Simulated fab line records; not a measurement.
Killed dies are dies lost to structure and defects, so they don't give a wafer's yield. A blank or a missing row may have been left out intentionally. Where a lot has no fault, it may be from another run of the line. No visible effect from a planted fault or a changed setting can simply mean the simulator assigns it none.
Which tool is to blame?    flow nand harc    Sampling: 13 lots, 39 wafers, 5 of 1159 route steps

## WHAT THE GAUGES READ, wafer by wafer
NHARC_P_ZERO_WELL_INSPECT_43.
lot   measured     on                 raw defect count
L891  day 1 19:40  defect inspect-01  16 21 14
L892  day 2 01:45  defect inspect-02  7 6 7
L893  day 2 07:35  defect inspect-01  10 17 21
L894  day 2 13:30  defect inspect-02  12 11 16
L896  day 3 01:40  defect inspect-01  8 8 7
L898  day 3 13:31  defect inspect-02  19 13 9
L900  day 4 01:35  defect inspect-01  10 8 20
L901  day 4 07:26  defect inspect-02  13 27 22
L903  day 4 19:20  defect inspect-02  31 6 11
L904  day 5 01:27  defect inspect-01  15 16 18
L905  day 5 07:35  defect inspect-01  7 7 13
L906  day 5 14:28  defect inspect-01  6 19 10
L907  day 5 19:29  defect inspect-02  24 7 6

NHARC_P_STI_INSPECT_25.
lot   measured     on                 raw defect count
L891  day 3 19:10  defect inspect-01  217 116 230
L892  day 3 19:10  defect inspect-02  149 178 308
L893  day 4 12:58  defect inspect-01  255 363 237
L894  day 4 12:56  defect inspect-02  165 129 129
L896  day 4 23:50  defect inspect-01  129 305 221
L898  day 5 11:50  defect inspect-02  249 142 249
L900  day 5 19:49  defect inspect-01  164 124 203
L901  day 6 05:58  defect inspect-01  161 224 253
L903  day 6 23:19  defect inspect-01  421 214 162
L904  day 6 23:19  defect inspect-02  183 280 115
L905  day 7 07:55  defect inspect-01  373 233 284
L906  day 7 16:59  defect inspect-02  115 176 185
L907  day 7 16:59  defect inspect-01  318 242 267

NHARC_END_SORT_01.
lot   measured      on         killed at array  killed at other  killed at periphery  killed dies  killed open  killed short
L906  day 22 23:22  prober-01  30 33 28         0 0 0            3 3 5                33 36 33     2 4 4        1 2 0
L907  day 22 23:26  prober-02  35 26 28         0 2 0            5 0 4                40 28 32     4 3 4        2 2 2

## WHICH TOOL RAN EACH LOT (tool, then ch and the chambers of the sampled wafers, then the start)
lot   NHARC_P_STI_ETCH_42                NHARC_P_GATE_DEP_103
L891  rie diel-04 ch 0,1,2, day 2 15:51  pecvd-03 ch 0,1,2, day 4 16:43
L892  rie diel-04 ch 1,3, day 2 15:42    pecvd-01 ch 0,1,2, day 4 16:43
L893  rie diel-04 ch 0,1,3, day 3 02:34  pecvd-02 ch 1,2, day 5 11:34
L894  rie diel-13 ch 0,1,2, day 3 02:46  pecvd-01 ch 0,1,2, day 5 11:01
L896  rie diel-13 ch 0,1,3, day 3 17:19  pecvd-01 ch 0,1,2, day 5 23:11
L898  rie diel-13 ch 0,1,2, day 4 05:16  pecvd-02 ch 0,1,2, day 6 13:01
L900  rie diel-13 ch 0,1, day 4 17:16    pecvd-01 ch 1,2, day 6 17:14
L901  rie diel-04 ch 0,2,3, day 5 00:17  pecvd-02 ch 1,2, day 7 04:07
L903  rie diel-13 ch 0,1,2, day 5 13:23  pecvd-03 ch 0,1, day 7 20:41
L904  rie diel-04 ch 0,1,2, day 5 13:22  pecvd-01 ch 1,2, day 7 20:39
L905  rie diel-08 ch 0,1,2, day 6 00:37  pecvd-02 ch 1,2, day 8 09:46
L906  rie diel-04 ch 0,1, day 6 09:02    pecvd-02 ch 0,1,2, day 8 16:29
L907  rie diel-13 ch 0,1, day 6 08:50    pecvd-03 ch 0,1, day 8 16:35
- NHARC_P_STI_ETCH_42: etches the open film in N2/H2, target depth 80 nm, overetch 24 nm, time 61 s.
- NHARC_P_GATE_DEP_103: deposits SiON, target thk 30 nm.

## WHAT THE TOOLS THEMSELVES READ (means of the sampled wafers that have a number; where no wafer has one, the mark that the record gives instead)
NHARC_P_STI_ETCH_42.
lot   tool         drypump motor current A (A)  h2 flow sccm (sccm)  oes product au (a.u.)  rf vpp V (V)  showerhead plenum p Torr (Torr)  throttle valve pct (%)
L891  rie diel-04  5.8                          149.8                0.993                  428.1         1.96                             14.163
L892  rie diel-04  5.9                          150.2                0.987                  429.4         2.00                             14.182
L893  rie diel-04  5.9                          149.8                0.992                  429.8         1.99                             14.171
L894  rie diel-13  5.5                          150.2                0.992                  432.4         2.09                             14.175
L896  rie diel-13  5.4                          150.0                0.987                  430.8         2.05                             14.180
L898  rie diel-13  5.4                          149.8                0.989                  430.8         2.09                             14.168
L900  rie diel-13  5.7                          149.8                0.990                  431.7         2.07                             14.177
L901  rie diel-04  5.9                          150.6                0.995                  427.9         1.94                             14.174
L903  rie diel-13  5.4                          149.8                0.970                  432.2         2.09                             14.162
L904  rie diel-04  5.8                          150.1                0.995                  428.1         1.96                             14.170
L905  rie diel-08  5.8                          149.9                1.009                  428.6         2.00                             14.174
L906  rie diel-04  6.1                          150.0                0.999                  428.8         1.98                             14.173
L907  rie diel-13  5.4                          149.8                0.972                  429.9         2.02                             14.172

NHARC_P_GATE_DEP_103.
lot   tool      heater power w (W)
L891  pecvd-03  810
L892  pecvd-01  797
L893  pecvd-02  710
L894  pecvd-01  805
L896  pecvd-01  792
L898  pecvd-02  680
L900  pecvd-01  831
L901  pecvd-02  709
L903  pecvd-03  834
L904  pecvd-01  808
L905  pecvd-02  732
L906  pecvd-02  684
L907  pecvd-03  865

## THE ANSWER, worked out from the rows above alone
Rule: usual is defined by the lots themselves. Put in order of their means at a reading, lots are off if they are a third of the lots or fewer, leave a main group of 4 or more, and stand apart from it by a gap of 3 or more times the standard deviation of the main group's means; of several such gaps the widest counts. A main group is skipped when, at the precision printed for the reading in the tables above, its means are all equal. Also off: a lot with no number at a reading for which 4 or more lots have one. The other lots that the step has rows for count as sound. The gauges are gone through in route order, then the tools' own readings, and for those a lot's mean is taken as printed above. At the first step where some lot is off, the reading lying furthest off is the one used; lots without a number count as furthest.
None of the lots is off at any reading shown; this tells nothing.

## WHAT HAD BEEN PUT IN BY THE SIMULATOR
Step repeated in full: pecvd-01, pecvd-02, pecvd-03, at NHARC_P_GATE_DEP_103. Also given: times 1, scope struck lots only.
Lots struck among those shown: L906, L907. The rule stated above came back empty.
